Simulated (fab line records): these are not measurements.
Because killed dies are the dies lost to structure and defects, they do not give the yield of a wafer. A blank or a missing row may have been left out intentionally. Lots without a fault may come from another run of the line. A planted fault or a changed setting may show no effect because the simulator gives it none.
fab line records	flow n5Finfet	part 1 of 2: steps 1 to 15 of 16
[record] lots = 7	wafers = 21	lastDay = 18
route steps=1938 shown FIN_CUT@156 BEOL_M4@1111 PASSIVATION@1936
lots that met no fault: taken from a fault-free run of the same line
startH: the number of hours between the record's first day and the start of the first shown wafer of the lot	waitH: time in hours since the lot's previous step	" repeats the value in the row above	L1.1+2: a single row standing in for several wafers	- either no value or no given start	* or withheld: withheld	< > ~ a bound
route shown NAME@n: names a module that has steps shown in the file, with the first one's number in the route	usual: average and standard deviation across the fault-free wafers	same: alike in all rows	chamber/n: place in a boat	sites: each site's reading	_std_site: their standard deviation	_edge_site: mean of outer sites minus mean of inner sites	radiusMm: for every site, how far away it sits from the centre of the wafer	mask NAME#n: copy n	behind: the last tool/chamber to shape the wafer	hold: what put the lot on hold/how long, in hours/how the hold closed	device: names the non-switching transistor (n, p or np)	end of line: tests of these same wafers at the route's end	step lacking rows: just its recipe	killed: the dies lost at the first sort to structure and to defects; this is not the yield of the wafer	map: per-die view of a wafer (x killed, . not killed, _ where there is no die)
set.NAME: the setting the step ran with; set.NAME@STEP: the setting that earlier step ran with	model.NAME: the simulator's own value behind a step, which no gauge read
certain route steps with their lots: each step a table, each wafer a row
services: when a tool's chamber went out of use (startH, in hours from the record's first day, below 0 if earlier), for how many hours, and the reason
[[steps]]
[step N5_FIN_CUT_COAT_29]
[recipe] resist = underlayer	tempC = 205	timeS = 60	spinRpm = 1500	resistThkNm = 10
[step N5_FIN_CUT_COAT_02]
[recipe] resist = CAR-EUV	spinRpm = 1500	resistThkNm = 30
[step N5_FIN_CUT_EBR_04]
[recipe] solvent = PGMEA	ebrWidthMm = 1.5
[step N5_FIN_CUT_SOFTBAKE_03]
[recipe] tempC = 110	timeS = 60	resist = CAR-EUV
[step N5_FIN_CUT_EXPOSE_05]
[recipe] maskId = FIN_CUT	na = 0.33	sourceShape = annular	sigmaInner = 0.35	sigmaOuter = 0.8	polarization = unpolarized	doseMj = 45.75
[step N5_FIN_CUT_PEB_06]
[recipe] pebTempC = 100	pebTimeS = 60	resist = CAR-EUV
[step N5_FIN_CUT_DEVELOP_07]
[recipe] developTimeS = 30	developer = TMAH	resist = CAR-EUV	rinseLiquid = surfactantRinse	dry = airSpin	devTempC = 23
[step N5_FIN_CUT_CD_MEAS_08]
[recipe] targetCdNm = 29.1	landingEnergyEv = 500	detector = seInlens	polarity = opening
[usual] cdNm = 29.20/0.24
lot.wafer	tool	chamber	startH	waitH	cdNm
L814.1	cdSem-02	0	38.89	-	29.26
L814.3	"	0	"	"	29.06
L814.4	"	0	"	"	29.23
L815.1	cdSem-03	0	45.08	-	29.09
L815.4	"	0	"	"	29.06
L815.5	"	0	"	"	28.86
L822.1	cdSem-02	0	85.87	-	28.86
L822.2	"	0	"	"	29.23
L822.5	"	0	"	"	28.99
L824.2	cdSem-02	0	99.04	-	29.38
L824.5	"	0	"	"	29.13
L824.6	"	0	"	"	28.76
L826.2	cdSem-03	0	110.28	-	29.12
L826.5	"	0	"	"	29.02
L826.6	"	0	"	"	29.04
L827.1	cdSem-01	0	118.34	-	29.40
L827.3	"	0	"	"	29.32
L827.6	"	0	"	"	29.28
L835.2	cdSem-02	0	164.58	-	29.27
L835.4	"	0	"	"	29.34
L835.5	"	0	"	"	29.32
[step N5_FIN_CUT_OVL_MEAS_09]
[recipe] pointsPerWafer = 522
[usual] FIN_CUT_OVL = -0.2/0.63
lot.wafer	tool	chamber	startH	waitH	FIN_CUT_OVL[nm]
L814.1	overlay-01	0	38.92	0.0	-0.7
L814.3	"	0	"	"	-0.2
L814.4	"	0	"	"	-0.5
L815.1	overlay-02	0	45.11	0.0	-0.6
L815.4	"	0	"	"	-1.1
L815.5	"	0	"	"	-1.3
L822.1	overlay-02	0	85.91	0.0	-1.5
L822.2	"	0	"	"	-0.5
L822.5	"	0	"	"	-0.2
L824.2	overlay-02	0	99.07	0.0	-0.2
L824.5	"	0	"	"	-0.9
L824.6	"	0	"	"	-1.1
L826.2	overlay-01	0	110.32	0.0	1.2
L826.5	"	0	"	"	0.4
L826.6	"	0	"	"	0.7
L827.1	overlay-01	0	118.37	0.0	0.7
L827.3	"	0	"	"	0.1
L827.6	"	0	"	"	0.9
L835.2	overlay-01	0	164.62	0.0	0.1
L835.4	"	0	"	"	1.5
L835.5	"	0	"	"	0.1
[step N5_FIN_CUT_INSPECT_10]
[recipe] mode = adi	inspectInstrument = brightfield
[usual] rawDefectCount = 44/13
lot.wafer	tool	chamber	startH	waitH	rawDefectCount
L814.1	defectInspect-02	-	38.98	0.1	47
L814.3	"	-	"	"	29
L814.4	"	-	"	"	35
L815.1	defectInspect-01	-	45.17	0.1	55
L815.4	"	-	"	"	47
L815.5	"	-	"	"	41
L822.1	defectInspect-02	-	85.96	0.1	50
L822.2	"	-	"	"	71
L822.5	"	-	"	"	59
L824.2	defectInspect-01	-	99.13	0.1	46
L824.5	"	-	"	"	48
L824.6	"	-	"	"	52
L826.2	defectInspect-02	-	110.37	0.0	37
L826.5	"	-	"	"	42
L826.6	"	-	"	"	49
L827.1	defectInspect-02	-	118.44	0.1	74
L827.3	"	-	"	"	77
L827.6	"	-	"	"	73
L835.2	defectInspect-01	-	164.67	0.0	44
L835.4	"	-	"	"	45
L835.5	"	-	"	"	40
[step N5_FIN_CUT_DESCUM_13]
[recipe] chemistry = O2	timeS = 7	sourcePowerW = 50	biasPowerW = 20	pressureMtorr = 20	rfFrequencyHz = 2.712e+07	tempC = 40	resist = CAR-EUV	o2FlowSccm = 225
[usual] chamberPressureMTorr = 20.000/0.015	drypumpMotorCurrentA = 5.7/0.58	oesProductAu = 0.77/0.081	rfFwdPowerW = 49.34/0.23	rfVppV = 243.6/1.3	showerheadPlenumPTorr = 2.11/0.061	throttleValvePct = 20.43/0.22
lot.wafer	tool	chamber	startH	waitH	chamberPressureMTorr	drypumpMotorCurrentA	oesProductAu	rfFwdPowerW	rfHoursCounterH	rfVppV	showerheadPlenumPTorr	throttleValvePct
L814.1	rieDiel-03	2	39.03	0.1	19.992	6.6	0.71	49.49	195	242.3	2.09	20.64
L814.3	"	1	"	"	19.989	5.7	0.68	49.10	239	244.9	2.15	20.52
L814.4	"	0	"	"	20.016	6.5	0.69	49.40	206	245.8	2.17	20.31
L815.1	rieDiel-01	2	45.21	0.0	19.994	6.0	0.85	49.26	50	244.0	2.11	20.23
L815.4	"	0	"	"	20.018	5.2	0.80	49.21	113	243.5	2.11	20.70
L815.5	"	1	"	"	19.992	4.8	0.74	49.33	-	244.6	2.16	20.26
L822.1	rieDiel-03	3	86.00	0.0	19.986	5.4	0.73	49.59	179	242.9	2.19	20.69
L822.2	"	0	"	"	19.981	6.5	0.69	49.40	221	244.6	2.17	20.34
L822.5	"	0	"	"	19.990	6.5	0.69	49.05	-	242.2	2.17	20.34
L824.2	rieDiel-03	3	99.17	0.0	20.002	5.5	0.72	49.14	184	244.1	2.19	20.71
L824.5	"	0	"	"	19.984	6.5	0.68	49.43	-	245.0	2.17	20.35
L824.6	"	2	"	"	19.992	6.6	0.69	49.18	-	243.0	2.08	20.68
L826.2	rieDiel-03	1	110.40	0.0	20.005	5.7	0.99	48.87	1	244.5	2.15	20.17
L826.5	"	3	"	"	20.008	5.4	0.72	49.24	-	244.1	2.19	20.71
L826.6	"	0	"	"	19.994	6.5	0.68	49.25	-	244.8	2.17	20.34
L827.1	rieDiel-06	2	119.20	0.8	19.993	5.0	0.96	49.42	12	242.2	2.06	19.94
L827.3	"	0	"	"	20.003	6.2	0.76	49.23	153	240.6	2.00	20.54
L827.6	"	0	"	"	19.996	6.2	0.77	49.56	-	241.6	2.00	20.54
L835.2	rieDiel-06	1	164.70	0.0	19.993	5.0	0.72	49.67	209	243.9	2.08	20.48
L835.4	"	0	"	"	20.004	6.2	0.75	49.16	165	241.5	2.00	20.56
L835.5	"	2	"	"	19.981	5.0	0.91	49.36	-	242.5	2.05	19.97
[step N5_FIN_CUT_ETCH_30]
[recipe] chemistry = N2/H2	target = underlayer	targetDepthA = 130	maskMaterial = CAR-EUV	timeS = 10.4	ionEnergyEv = 200	pressureMtorr = 30	sourceW = 840	biasW = 150	n2FlowSccm = 200	h2FlowSccm = 200	ends = cleared
[usual] chamberPressureMTorr = 30.002/0.03	drypumpMotorCurrentA = 5.7/0.58	etchRfOnTimeS = 10.43/0.27	oesProductAu = 0.66/0.069	rfFwdPowerW = 818.9/2.5	rfVppV = 524.5/2.3	showerheadPlenumPTorr = 2.56/0.076	throttleValvePct = 17.85/0.18
lot.wafer	tool	chamber	startH	waitH	chamberPressureMTorr	drypumpMotorCurrentA	etchRfOnTimeS	oesProductAu	rfFwdPowerW	rfHoursCounterH	rfVppV	showerheadPlenumPTorr	throttleValvePct
L814.1	rieDiel-03	2	39.07	0.0	30.003	6.6	10.38	0.60	819.2	195	523.3	2.52	17.88
L814.3	"	1	"	"	29.983	5.7	10.92	0.57	819.7	239	526.2	2.62	18.02
L814.4	"	0	"	"	29.949	6.5	10.49	0.60	819.8	206	526.6	2.64	17.90
L815.1	rieDiel-01	2	45.24	0.0	30.005	6.0	9.95	0.74	815.5	50	523.4	2.57	17.73
L815.4	"	0	"	"	30.009	5.2	10.05	0.70	826.2	113	524.5	2.56	18.04
L815.5	"	1	"	"	30.028	4.9	10.52	0.63	816.5	-	527.4	2.65	17.78
L822.1	rieDiel-03	3	86.03	0.0	30.045	5.4	10.34	0.62	819.4	179	526.5	2.64	18.02
L822.2	"	0	"	"	29.964	6.5	10.40	0.59	821.2	221	525.6	2.63	17.92
L822.5	"	0	"	"	29.973	6.5	10.45	0.58	820.7	-	526.4	2.63	17.92
L824.2	rieDiel-03	3	99.20	0.0	30.010	5.4	10.53	0.61	820.5	184	525.5	2.64	18.01
L824.5	"	0	"	"	30.047	6.5	10.63	0.58	821.2	-	525.5	2.63	17.93
L824.6	"	2	"	"	30.039	6.6	10.50	0.59	820.4	-	523.7	2.51	17.90
L826.2	rieDiel-03	1	110.44	0.0	30.026	5.7	10.61	0.83	818.1	1	525.1	2.61	17.63
L826.5	"	3	"	"	29.999	5.5	10.31	0.61	816.0	-	526.1	2.64	18.04
L826.6	"	0	"	"	29.983	6.5	10.52	0.58	816.5	-	525.7	2.63	17.93
L827.1	rieDiel-06	2	119.24	0.0	30.065	5.0	10.22	0.81	819.8	12	521.2	2.50	17.41
L827.3	"	0	"	"	29.942	6.2	10.64	0.66	817.7	153	520.3	2.42	17.93
L827.6	"	0	"	"	29.932	6.3	10.70	0.66	817.5	-	521.1	2.42	17.92
L835.2	rieDiel-06	1	164.74	0.0	30.062	5.1	10.51	0.62	819.1	209	523.5	2.50	17.73
L835.4	"	0	"	"	29.997	6.2	10.58	0.65	816.0	165	520.2	2.41	17.96
L835.5	"	2	"	"	30.006	4.9	10.39	0.78	822.9	-	523.4	2.50	17.43
[step N5_FIN_CUT_ETCH_20]
[recipe] chemistry = CF4	target = SiARC	targetDepthA = 260	maskMaterial = CAR-EUV	timeS = 43.3	ionEnergyEv = 80	pressureMtorr = 40	sourceW = 545	biasW = 36	Ar_flow_sccm = 100	cf4FlowSccm = 100	ends = cleared
[usual] chamberPressureMTorr = 40.00/0.037	drypumpMotorCurrentA = 5.7/0.58	etchRfOnTimeS = 43.4/1.1	oesProductAu = 0.65/0.068	rfFwdPowerW = 534.8/2.9	rfVppV = 184.3/1	showerheadPlenumPTorr = 2.16/0.06	throttleValvePct = 15.62/0.21
lot.wafer	tool	chamber	startH	waitH	chamberPressureMTorr	drypumpMotorCurrentA	etchRfOnTimeS	oesProductAu	rfFwdPowerW	rfHoursCounterH	rfVppV	showerheadPlenumPTorr	throttleValvePct
L814.1	rieDiel-03	2	39.09	0.0	40.01	6.6	43.5	0.61	539.4	195	184.1	2.13	15.85
L814.3	"	1	"	"	40.01	5.7	45.1	0.58	531.2	239	183.6	2.19	15.73
L814.4	"	0	"	"	40.00	6.5	44.4	0.59	534.9	206	184.0	2.20	15.46
L815.1	rieDiel-01	2	45.26	0.0	39.96	6.0	40.8	0.75	533.9	50	183.3	2.19	15.58
L815.4	"	0	"	"	40.01	5.2	41.6	0.69	530.0	113	184.2	2.16	15.83
L815.5	"	1	"	"	39.97	4.8	43.3	0.63	532.5	-	184.5	2.22	15.55
L822.1	rieDiel-03	3	86.05	0.0	40.04	5.4	54.5	0.54	536.8	179	185.5	2.21	15.77
L822.2	"	0	"	"	40.01	6.5	43.9	0.58	538.0	221	184.0	2.19	15.49
L822.5	"	0	"	"	40.04	6.5	43.5	0.59	535.6	-	185.3	2.19	15.50
L824.2	rieDiel-03	3	99.22	0.0	40.05	5.4	54.5	0.54	537.6	184	186.1	2.21	15.76
L824.5	"	0	"	"	40.03	6.5	43.9	0.58	538.6	-	183.3	2.19	15.50
L824.6	"	2	"	"	40.01	6.6	43.5	0.60	538.0	-	181.7	2.13	15.91
L826.2	rieDiel-03	1	110.46	0.0	39.94	5.7	44.3	0.83	530.9	1	184.1	2.19	15.25
L826.5	"	3	"	"	40.04	5.4	55.2	0.54	538.1	-	186.2	2.21	15.80
L826.6	"	0	"	"	40.06	6.5	44.3	0.57	537.7	-	183.4	2.19	15.52
L827.1	rieDiel-06	2	119.26	0.0	39.99	5.0	43.3	0.80	532.5	12	183.8	2.10	15.04
L827.3	"	0	"	"	39.98	6.2	44.4	0.66	532.6	153	182.2	2.06	15.76
L827.6	"	0	"	"	40.04	6.2	44.2	0.66	533.5	-	182.8	2.05	15.78
L835.2	rieDiel-06	1	164.76	0.0	40.02	5.0	43.7	0.62	537.1	209	184.5	2.12	15.69
L835.4	"	0	"	"	39.95	6.3	44.6	0.64	534.7	165	183.3	2.05	15.79
L835.5	"	2	"	"	39.96	5.0	43.9	0.78	535.9	-	185.5	2.09	15.06
[step N5_FIN_CUT_ETCH_21]
[recipe] chemistry = N2/H2	target = SOC	targetDepthA = 2190	overetchA = 438	maskMaterial = SiARC	tempC = 40	ionEnergyEv = 100	biasW = 61	timeS = 523.5	pressureMtorr = 30	sourceW = 850	n2FlowSccm = 200	h2FlowSccm = 200
[usual] chamberPressureMTorr = 30.002/0.027	drypumpMotorCurrentA = 5.7/0.58	oesProductAu = 0.71/0.07	rfFwdPowerW = 848.4/2.6	rfVppV = 241.0/1.3	showerheadPlenumPTorr = 2.56/0.076	throttleValvePct = 17.80/0.18
lot.wafer	tool	chamber	startH	waitH	chamberPressureMTorr	drypumpMotorCurrentA	oesProductAu	rfFwdPowerW	rfHoursCounterH	rfVppV	showerheadPlenumPTorr	throttleValvePct
L814.1	rieDiel-03	2	39.12	0.0	30.031	6.6	0.65	849.2	195	239.4	2.52	17.84
L814.3	"	1	"	"	29.997	5.7	0.64	848.1	239	242.2	2.62	17.97
L814.4	"	0	"	"	29.979	6.5	0.64	849.8	206	242.1	2.64	17.84
L815.1	rieDiel-01	2	45.30	0.0	30.016	6.0	0.78	847.8	50	241.2	2.57	17.69
L815.4	"	0	"	"	29.965	5.2	0.73	846.3	113	241.3	2.56	18.01
L815.5	"	1	"	"	30.012	4.9	0.68	847.6	-	243.3	2.65	17.71
L822.1	rieDiel-03	3	86.09	0.0	30.028	5.4	0.67	846.1	179	242.9	2.64	17.98
L822.2	"	0	"	"	29.997	6.5	0.63	846.6	221	242.7	2.63	17.89
L822.5	"	0	"	"	29.963	6.5	0.63	849.0	-	242.5	2.63	17.88
L824.2	rieDiel-03	3	99.26	0.0	29.994	5.4	0.67	846.7	184	242.3	2.64	17.99
L824.5	"	0	"	"	30.012	6.5	0.64	845.0	-	242.5	2.63	17.88
L824.6	"	2	"	"	30.011	6.6	0.65	852.8	-	239.5	2.51	17.87
L826.2	rieDiel-03	1	110.50	0.0	30.034	5.7	0.91	847.5	1	241.0	2.61	17.56
L826.5	"	3	"	"	30.008	5.4	0.66	847.3	-	243.1	2.64	17.99
L826.6	"	0	"	"	29.989	6.5	0.62	850.5	-	242.4	2.63	17.90
L827.1	rieDiel-06	2	119.30	0.0	29.958	5.0	0.87	843.8	12	240.5	2.50	17.33
L827.3	"	0	"	"	29.992	6.2	0.72	846.8	153	237.8	2.42	17.89
L827.6	"	0	"	"	30.031	6.2	0.72	850.8	-	239.2	2.42	17.89
L835.2	rieDiel-06	1	164.80	0.0	30.023	5.1	0.68	852.3	209	239.6	2.50	17.69
L835.4	"	0	"	"	30.015	6.2	0.71	854.4	165	241.1	2.41	17.90
L835.5	"	2	"	"	29.965	5.0	0.83	851.2	-	240.5	2.50	17.38
[step N5_BEOL_M4_RC_MEAS_101]
[usual] DIBL_N = 36.2/1.6	DIBL_P = 36.5/1.9	IOFF_N = 0.158/0.027	IOFF_P = 0.21/0.038	ION_N = 675/12	ION_P = 464/8.9	SS_N = 71.5/0.61	SS_P = 73.4/0.59	VT_N = 250.4/3	VT_P = -250/3.6
lot.wafer	tool	chamber	startH	waitH	DIBL_N[mV/V]	DIBL_P[mV/V]	IOFF_N[nA/um]	IOFF_P[nA/um]	ION_N[uA/um]	ION_P[uA/um]	SS_N[mV/dec]	SS_P[mV/dec]	VT_N[mV]	VT_P[mV]
L814.1	prober-01	0	170.19	0.0	34.6	34.5	0.125	0.17	661	456	70.9	73.1	255.4	-257
L814.3	"	0	"	"	33.8	33.2	0.115	0.16	659	455	71.0	73.3	254.6	-254
L814.4	"	0	"	"	35.7	35.9	0.150	0.20	672	460	71.4	73.8	250.0	-252
L815.1	prober-01	0	185.47	0.0	39.7	40.1	0.220	0.28	676	464	72.3	73.8	245.9	-250
L815.4	"	0	"	"	35.2	35.6	0.125	0.19	649	455	71.6	73.3	255.6	-252
L815.5	"	0	"	"	37.3	38.5	0.171	0.24	670	461	71.8	73.8	247.8	-251
L822.1	prober-01	0	217.14	0.0	35.5	36.4	0.158	0.21	680	466	71.2	73.9	246.9	-249
L822.2	"	0	"	"	35.6	35.0	0.150	0.19	670	462	71.5	73.3	250.5	-250
L822.5	"	0	"	"	34.7	35.9	0.143	0.20	681	469	71.5	73.5	249.4	-252
L824.2	prober-02	0	251.92	0.2	37.5	36.8	0.179	0.19	681	457	71.9	73.6	247.8	-254
L824.5	"	0	"	"	36.1	36.3	0.158	0.19	672	458	71.3	73.7	247.3	-254
L824.6	"	0	"	"	38.3	38.2	0.206	0.22	679	458	71.7	73.7	246.7	-253
L826.2	prober-01	0	255.40	0.2	38.5	39.4	0.208	0.28	680	473	72.2	74.3	245.6	-246
L826.5	"	0	"	"	38.5	40.3	0.212	0.31	684	476	72.4	73.7	245.3	-244
L826.6	"	0	"	"	38.3	40.2	0.207	0.32	690	483	71.5	74.5	246.2	-244
L827.1	prober-02	0	275.09	0.0	36.0	36.8	0.154	0.21	678	461	71.9	73.5	251.5	-251
L827.3	"	0	"	"	32.6	33.1	0.108	0.15	663	454	71.3	73.0	252.2	-255
L827.6	"	0	"	"	35.5	35.9	0.148	0.19	669	459	72.0	73.0	248.8	-251
L835.2	prober-01	0	313.16	0.2	37.9	38.1	0.188	0.26	677	468	72.0	73.1	250.6	-247
L835.4	"	0	"	"	38.5	39.4	0.212	0.30	686	477	72.1	74.5	246.6	-245
L835.5	"	0	"	"	36.0	36.8	0.159	0.24	672	469	71.3	73.4	250.9	-247
[[key]]
[firstSign] step = N5_FIN_CUT_ETCH_20	reading = etchRfOnTimeS	direction = up	sigmas = 10	usual = *	struck = *
effect none on later readings
metAt N5_FIN_CUT_ETCH_20
struckWafers L822.1,L824.2,L826.5
[fault] kind = processParameterDrift	tool = rieDiel-03	chamber = 3	onsetH = 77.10	steps = N5_FIN_CUT_ETCH_20	channel = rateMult	offset = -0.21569	shape = step	endH = 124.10
